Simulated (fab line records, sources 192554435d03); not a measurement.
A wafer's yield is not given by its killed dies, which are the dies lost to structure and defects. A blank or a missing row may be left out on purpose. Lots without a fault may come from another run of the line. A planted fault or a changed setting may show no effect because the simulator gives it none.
A struck lot beside a sound one    flow n5_finfet    40 out of 1938 route steps
Sound: wafers L914.3, L914.4, L914.5. Struck: wafer L925.3. (L925.4 of the same lot was not struck and is left out.) The cause comes at the end.
At each step with rows: each side's tool, then ch and its chambers, then its first start. Under that, the readings that differ: sound wafers    struck wafers    difference of the means    sigmas: that difference in standard deviations of wafers without a fault.
alike: readings whose means differ by less than 2 such deviations, and words and numbers that are the same on both sides. not compared: withheld readings, readings that some wafer has no value for, bounds like >300 that may hide the same value, and numbers for which the record gives no deviation and whose values overlap.
Wherever a step has rows on one side only, a row that says differs or no value, or a row with sigmas, the two part there. Numbers that have no deviation but don't overlap get no sigmas and don't part them. A reading that every wafer of one side lacks parts them only if that side has two wafers or more.

first, 7 steps without rows for these wafers: N5_BEOL_M0_SRD_111 (time 30 s); N5_BEOL_M0_DEGAS_112 (time 60 s); N5_BEOL_M0_PRE_CLEAN_113 (time 30 s); N5_BEOL_M0_ALD_136 (deposits TaN, pulse time 2 s, purge time 3 s, co reactant purge time 2 s); N5_BEOL_M0_SURFACE_TREAT_137; N5_BEOL_M0_CVD_115 (deposits Co from CCTBA/H2, time 120 s); N5_BEOL_M0_SPUTTER_116 (material Cu, target thk 4 nm, time 7.37 s).
N5_BEOL_M0_ANNEAL_117: time 60 s.
  struck on pvd_sputter-03, day 9 08:40; sound on pvd_sputter-03, day 6 11:50
  alike: heater_power_w, susceptor_temp_C_max
N5_BEOL_M0_SPUTTER_132: material Cu, target thk 4 nm, time 7.37 s.
  struck on pvd_sputter-03, day 9 08:42; sound on pvd_sputter-03, day 6 20:16
  alike: substrate_temp_c, throttle_valve_pct
then, 3 steps without rows for these wafers: N5_BEOL_M0_ANNEAL_133 (time 60 s); N5_BEOL_M0_SPUTTER_134 (material Cu, target thk 4 nm, time 7.37 s); N5_BEOL_M0_ANNEAL_135 (time 60 s).
N5_BEOL_M0_SPUTTER_141: material Cu, target thk 4 nm, time 7.37 s.
  struck on pvd_sputter-03, day 9 08:56; sound on pvd_sputter-03, day 6 20:31
  alike: substrate_temp_c, throttle_valve_pct
then, 7 steps without rows for these wafers: N5_BEOL_M0_ECD_118 (material Cu, target thk 300 nm); N5_BEOL_M0_ANNEAL_119 (time 90 s); N5_BEOL_M0_CMP_120 (polishes, stops on SiOC, t overpolish 6.9 s); N5_BEOL_M0_PRE_CLEAN_131 (time 15 s); N5_BEOL_M0_CO_CAP_123 (material Co, precursor CCTBA/H2, target thk 2 nm, time 102.1 s); N5_BEOL_M0_PRE_CLEAN_124 (time 15 s); N5_BEOL_M0_DEP_125 (deposits SiCN from 3MS/NH3, target thk 8 nm, time 14 s).
N5_BEOL_M0_RS_MEAS_126: measurement is done with a four-point probe.
  struck on film_metro-01, day 9 10:00; sound on film_metro-02, day 6 21:41
  alike: M0_RS
then, 1 step without rows for these wafers: N5_BEOL_M1_ILD_DEP_00 (deposits SiOC from DEMS/O2, target thk 79 nm, time 15.3 s).
N5_BEOL_M1_THK_MEAS_01:
  struck on film_metro-02, day 9 10:08; sound on film_metro-02, day 6 21:49
reading          sound           struck  difference  sigmas
M1_ILD_THK (nm)  80.6 80.9 79.1  77.0    -3.2        -2
N5_BEOL_M1_PECVD_72: deposits SiO2 from TEOS/O2, target thk 16 nm, time 18 s.
  sound on pecvd-02 ch 0,2, day 6 21:51; struck on pecvd-02 ch 2, day 9 10:10
  alike: heater_power_w, rf_fwd_power_W, showerhead_plenum_p_Torr, showerhead_vpp_V, throttle_valve_pct
N5_BEOL_M1_HM_DEP_02: deposits TiN, target thk 20 nm.
  struck on pvd_sputter-02, day 9 11:50; sound on pvd_sputter-01, day 6 23:43
  alike: substrate_temp_c, throttle_valve_pct
then, 9 steps without rows for these wafers: N5_BEOL_M1_COAT_61 (time 60 s, resist thk 60 nm); N5_BEOL_M1_COAT_62 (time 60 s, resist thk 12 nm); N5_BEOL_M1_COAT_73 (time 60 s, resist thk 5 nm); N5_BEOL_M1_COAT_05 (resist thk 30 nm); N5_BEOL_M1_EBR_07; N5_BEOL_M1_SOFTBAKE_06 (time 60 s); N5_BEOL_M1_EXPOSE_08 (exposes mask M1); N5_BEOL_M1_PEB_09 (peb time 60 s); N5_BEOL_M1_DEVELOP_10 (develop time 30 s).
N5_BEOL_M1_CD_MEAS_11: target cd 17.05 nm.
  sound on cd_sem-02 ch 0, day 7 00:14; struck on cd_sem-02 ch 0, day 9 12:14
  alike: cd_nm
N5_BEOL_M1_OVL_MEAS_12:
  sound on overlay-02 ch 0, day 7 00:16; struck on overlay-02 ch 0, day 9 12:16
  alike: M1_OVL
then, 2 steps without rows for these wafers: N5_BEOL_M1_DESCUM_16 (chemistry O2, time 7 s); N5_BEOL_M1_ETCH_74 (etches underlayer in N2/H2, target depth 6.5 nm, time 5.2 s).
N5_BEOL_M1_ETCH_63: etches SiARC in CF4, target depth 15.6 nm, time 26 s.
  sound on rie_diel-06 ch 0,2,3, day 7 00:24; struck on rie_diel-05 ch 2, day 9 12:25
  alike: drypump_motor_current_A, etch_rf_on_time_s, mfc_ar_sccm, oes_product_au, rf_fwd_power_W, rf_vpp_V, showerhead_plenum_p_Torr, throttle_valve_pct
  not compared: rf_hours_counter_h
-- record jumps: 7 days separate the struck wafers' starts on either side; left off in module BEOL_M1, taken up again in module PASSIVATION, whose first shown step is the route's number 1936 --
N5_PASSIVATION_PROBE_49:
  struck on prober-02, day 16 23:03; sound on prober-02, day 13 22:27
reading                   sound           struck  difference  sigmas
defect_limited_yield (%)  89.9 89.8 94.1  81.4    -9.9        -7
killed_at_M0_to_M3        31 24 12        173     +151        +14
killed_at_front_end       51 52 37        20      -27         -2
killed_dies               119 120 70      220     +117        +7
sort_bin_5_function (%)   5.6 5.7 3.3     11.4    +6.5        +7
sort_n_pass               1061 1060 1110  960     -117        -7
sort_yield_pct (%)        89.9 89.8 94.1  81.4    -9.9        -7
  alike: killed_at_M4_up, killed_at_contacts, killed_at_other, killed_open, killed_short, sort_bin_4_leakage, sort_bin_6_memory

## WHERE THEY PART
At N5_BEOL_M1_THK_MEAS_01 first; at N5_PASSIVATION_PROBE_49 last (within this record only).

WHY: what had been put in by the simulator
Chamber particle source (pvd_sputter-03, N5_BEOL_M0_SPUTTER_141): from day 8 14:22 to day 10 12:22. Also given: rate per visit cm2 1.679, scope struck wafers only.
